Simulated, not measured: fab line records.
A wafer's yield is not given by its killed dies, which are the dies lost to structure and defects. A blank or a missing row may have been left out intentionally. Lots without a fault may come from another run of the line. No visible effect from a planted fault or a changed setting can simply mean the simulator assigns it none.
A lot that was struck, set against a sound lot    flow n5-finfet    15 out of 1938 route steps
Sound: the wafers L324.4, L324.5, L324.6. Struck: wafer L326.1 (L326.3, L326.6, from the same lot, were not struck and are left out); the cause is given at the end.
For every step that has rows: the tool of each side, followed by ch and its chambers, followed by its first start. Under that, the readings that differ: sound wafers    struck wafers    difference of the means    sigmas: that difference in standard deviations of wafers without a fault.
alike: readings whose means differ by less than 2 such deviations, and words and numbers that are the same on both sides. not compared: withheld readings, readings that some wafer has no value for, bounds like >300 that may hide the same value, and numbers for which the record gives no deviation and whose values overlap.
The two part at a step that has a row with sigmas, a row that says differs or no value, or rows on one side only. Non-overlapping numbers with no deviation appear without sigmas and do not part them. Lack of a reading on every wafer of one side parts them only where that side has two or more wafers.

first, 8 steps without rows for these wafers: N5_BEOL_M12_COAT_58 (time 60 s, resist thk 89 nm); N5_BEOL_M12_COAT_04 (resist thk 400 nm); N5_BEOL_M12_EBR_06; N5_BEOL_M12_SOFTBAKE_05 (time 60 s); N5_BEOL_M12_EXPOSE_07 (exposes mask V11); N5_BEOL_M12_PEB_08 (peb time 90 s); N5_BEOL_M12_DEVELOP_09 (develop time 45 s); N5_BEOL_M12_HARDBAKE_14 (time 120 s).
N5_BEOL_M12_CD_MEAS_10 targets a cd of 140 nm.
  sound on cd-sem-02 ch 0, day 14 07:23; struck on cd-sem-01 ch 0, day 14 17:16
reading     sound              struck  difference  sigmas
cd-nm (nm)  139.1 139.4 137.5  142.0   +3.3        +2
N5_BEOL_M12_OVL_MEAS_11:
  sound on overlay-01 ch 0, day 14 07:25; struck on overlay-02 ch 0, day 14 17:17
  alike: V11_OVL
N5_BEOL_M12_INSPECT_12: inspects for defects (macro).
  struck on defect-inspect-01, day 14 17:19; sound on defect-inspect-02, day 14 07:27
  alike: raw-defect-count
N5_BEOL_M12_DESCUM_15: chemistry O2, time 7.9 s.
  sound on rie-diel-04 ch 1,2,3, day 14 07:29; struck on rie-diel-01 ch 3, day 14 17:21
  alike: drypump-motor-current-A, oes-product-au, rf-fwd-power-W, rf-vpp-V, showerhead-plenum-p-Torr, temp-c, throttle-valve-pct
  not compared: rf-hours-counter-h
N5_BEOL_M12_ETCH_59: etches BARC in N2/H2, target depth 89 nm, overetch 26.7 nm, time 67.9 s.
  sound on rie-diel-04 ch 1,2,3, day 14 07:31; struck on rie-diel-01 ch 3, day 14 17:23
reading                 sound              struck  difference  sigmas
h2-flow-sccm (sccm)     199.5 198.7 199.8  179.9   -19.4       -32
throttle-valve-pct (%)  17.93 17.98 17.87  17.21   -0.72       -4
  alike: drypump-motor-current-A, oes-product-au, rf-fwd-power-W, rf-vpp-V, showerhead-plenum-p-Torr
  not compared: rf-hours-counter-h
N5_BEOL_M12_VIA_ETCH_16: etches SiOC in C4F8/O2/Ar, target depth 724.8 nm.
  sound on rie-diel-04 ch 1,2,3, day 14 07:34; struck on rie-diel-01 ch 3, day 14 17:26
  alike: drypump-motor-current-A, oes-product-au, rf-fwd-power-W, rf-vpp-V, showerhead-plenum-p-Torr, throttle-valve-pct
next, for these wafers, 1 step has no rows: N5_PASSIVATION_PROBE_49.

== WHERE THEY PART ==
At N5_BEOL_M12_CD_MEAS_10 first; at N5_BEOL_M12_ETCH_59 last (within this record only). Later steps at which nothing parts them and some readings are alike: N5_BEOL_M12_VIA_ETCH_16.

WHY: the cause the simulator had injected
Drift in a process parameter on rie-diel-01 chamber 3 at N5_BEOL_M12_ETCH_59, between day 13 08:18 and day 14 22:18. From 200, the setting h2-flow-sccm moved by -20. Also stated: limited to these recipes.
